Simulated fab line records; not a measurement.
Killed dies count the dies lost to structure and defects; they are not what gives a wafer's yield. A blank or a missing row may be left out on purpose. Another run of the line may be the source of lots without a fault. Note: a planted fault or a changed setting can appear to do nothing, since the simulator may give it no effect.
Comparing a struck lot with a sound one ; flow nandHarc ; 14 out of 1159 route steps
Sound: these wafers, L167.1, L167.3, L167.6. Struck: wafers L184.4, L184.5 (left out: L184.3, a lot-mate that was not struck); the cause follows at the end.
Per side, at each step with rows, come the tool, then ch with its chambers, and then its first start. Under that, the readings that differ: sound wafers ; struck wafers ; difference of the means ; sigmas: that difference in standard deviations of wafers without a fault.
alike: same words and numbers on both sides, and readings whose means sit less than 2 such deviations apart. not compared: any withheld reading, any reading some wafer has no value for, any bound like >300 that may hide the same value, and any number with overlapping values for which the record gives no deviation.
A row with sigmas, a row that says differs or no value, or rows on one side alone: a step with any of these is where the two part. Numbers that have no deviation but don't overlap get no sigmas and don't part them. A reading missing from all wafers of one side parts the sides only when that side holds two or more wafers.

first, 10 steps without rows for these wafers: NHARC_A_STAIRCASE_SRD_241; NHARC_A_STAIRCASE_DEHYDRATE_242 (time 120 s); NHARC_A_STAIRCASE_HMDS_243 (time 30 s); NHARC_A_STAIRCASE_COAT_244; NHARC_A_STAIRCASE_SOFTBAKE_245 (time 170 s); NHARC_A_STAIRCASE_EBR_246; NHARC_A_STAIRCASE_EXPOSE_247 (exposes mask SDS 1); NHARC_A_STAIRCASE_PEB_248 (peb time 130 s); NHARC_A_STAIRCASE_DEVELOP_249 (time 140 s); NHARC_A_STAIRCASE_HARDBAKE_251 (time 140 s).
NHARC_A_STAIRCASE_DESCUM_252: chemistry O2, time 3 s.
  sound on rieDiel-05 ch 1,2,3, day 12 06:55; struck on rieDiel-11 ch 1,3, day 15 14:33
reading;sound;struck;difference;sigmas
throttleValvePct (%);11.320 11.315 11.310;11.294 11.295;-0.021;-2
  alike: drypumpMotorCurrentA, oesProductAu, rfVppV, showerheadPlenumPTorr
  not compared: rfHoursCounterH
NHARC_A_STAIRCASE_ETCH_253: etches the open film in C4F8/O2, target depth 50 nm, time 20.2 s.
  sound on rieDiel-05 ch 1,3, day 12 07:01; struck on rieDiel-11 ch 0, day 15 14:37
reading;sound;struck;difference;sigmas
oesProductAu (a.u.);0.902 0.928 0.900;0.647 0.639;-0.267;-12
  alike: rfVppV
  not compared: rfHoursCounterH
NHARC_A_STAIRCASE_STRIP_254: strips in O2.
  sound on plasmaAsher-01 ch 0,1, day 12 07:43; struck on plasmaAsher-01 ch 1, day 15 14:49
  alike: drypumpMotorCurrentA, heaterPowerW
  not compared: rfHoursCounterH
-- jump in the record: it breaks off in module A_STAIRCASE and resumes in module END (first step shown: number 1159 of the route), and 8 days separate the struck wafers' starts before and after --
NHARC_END_SORT_01:
  at this point the record logs the struck wafers (prober-01 ch 0, day 23 14:42) and has no rows for the sound ones

== WHERE THEY PART ==
Last at NHARC_END_SORT_01 as far as this record goes, first at NHARC_A_STAIRCASE_DESCUM_252.

WHY: what the simulator had put in
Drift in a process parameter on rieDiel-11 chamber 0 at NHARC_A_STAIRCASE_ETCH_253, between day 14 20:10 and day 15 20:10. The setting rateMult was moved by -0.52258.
